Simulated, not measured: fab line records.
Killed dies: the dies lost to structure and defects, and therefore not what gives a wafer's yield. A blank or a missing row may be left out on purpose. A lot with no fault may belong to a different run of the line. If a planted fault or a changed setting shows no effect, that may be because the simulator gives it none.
Matching of chambers    flow n5 finfet    4 sister chambers for N5_BEOL_M11_ALD_74 on ald metal-02
The step deposits TaN, target thk 2 nm, pulse time 2 s, purge time 3 s. 18 wafers are shown with their chamber, then 9 later ones without.

WAFERS WITH THEIR CHAMBER
wafer   chamber  heater power w (W)  chamber pressure Torr (Torr)  susceptor temp C (C)
L076.1  0        445                 3.006                         275.06
L076.3  2        420                 2.996                         274.96
L076.5  3        514                 3.008                         275.04
L077.2  3        518                 3.004                         274.93
L077.5  3        514                 3.001                         275.06
L077.6  0        438                 3.002                         275.16
L079.2  2        405                 2.988                         275.06
L079.5  3        508                 2.987                         275.13
L079.6  0        437                 3.001                         275.13
L080.2  2        415                 3.000                         275.06
L080.3  3        514                 2.995                         275.09
L080.6  2        422                 3.002                         274.86
L085.2  3        502                 2.998                         274.74
L085.3  1        542                 3.005                         275.17
L085.5  1        524                 3.007                         275.04
L086.1  0        442                 3.002                         275.23
L086.5  1        523                 3.013                         275.22
L086.6  2        435                 3.000                         274.98

SIGNATURES (averages over the wafers above)
reading                chamber 0  chamber 1  chamber 2  chamber 3  scatter within a chamber
heater power w         440.50     529.67     419.40     511.67     8.06
chamber pressure Torr  3.00275    3.00833    2.99720    2.99883    0.00564
susceptor temp C       275.1450   275.1433   274.9840   274.9983   0.108
Rule: a wafer's distance from a chamber is the root of the sum, over the readings, of the square of ((its reading less the chamber's mean) divided by the reading's scatter). If the next closest chamber is less than 2 further off than the closest, the wafer can't be placed; otherwise it belongs to the closest. How the scatter is found: for the shown wafers, subtract from each reading the mean of its chamber, square and add these, divide the total by (wafers less chambers), then take the root.

WAFERS WHOSE CHAMBER IS MISSING
wafer   heater power w (W)  chamber pressure Torr (Torr)  susceptor temp C (C)
L087.2  419                 2.990                         275.05
L087.3  439                 3.002                         275.13
L087.5  514                 2.997                         274.79
L094.2  415                 3.002                         274.72
L094.4  388                 2.999                         275.12
L094.5  392                 2.995                         274.90
L093.1  398                 3.010                         275.12
L093.4  443                 2.992                         275.06
L093.5  551                 3.008                         275.10

WHICH CHAMBER EACH ONE RAN IN
wafer    from the rows above       in truth
L087.2   2                         2
L087.3   0                         0
L087.5   3                         3
L094.2   2                         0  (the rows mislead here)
L094.4   2                         2
L094.5   2                         2
L093.1   can't be placed: 2 or 0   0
L093.4   can't be placed: 0 or 2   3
L093.5   1                         1
Placed correctly: 6 of 9. Not placeable from these rows: 2 (in 1, the candidates include the true chamber). 1 placed wrongly.
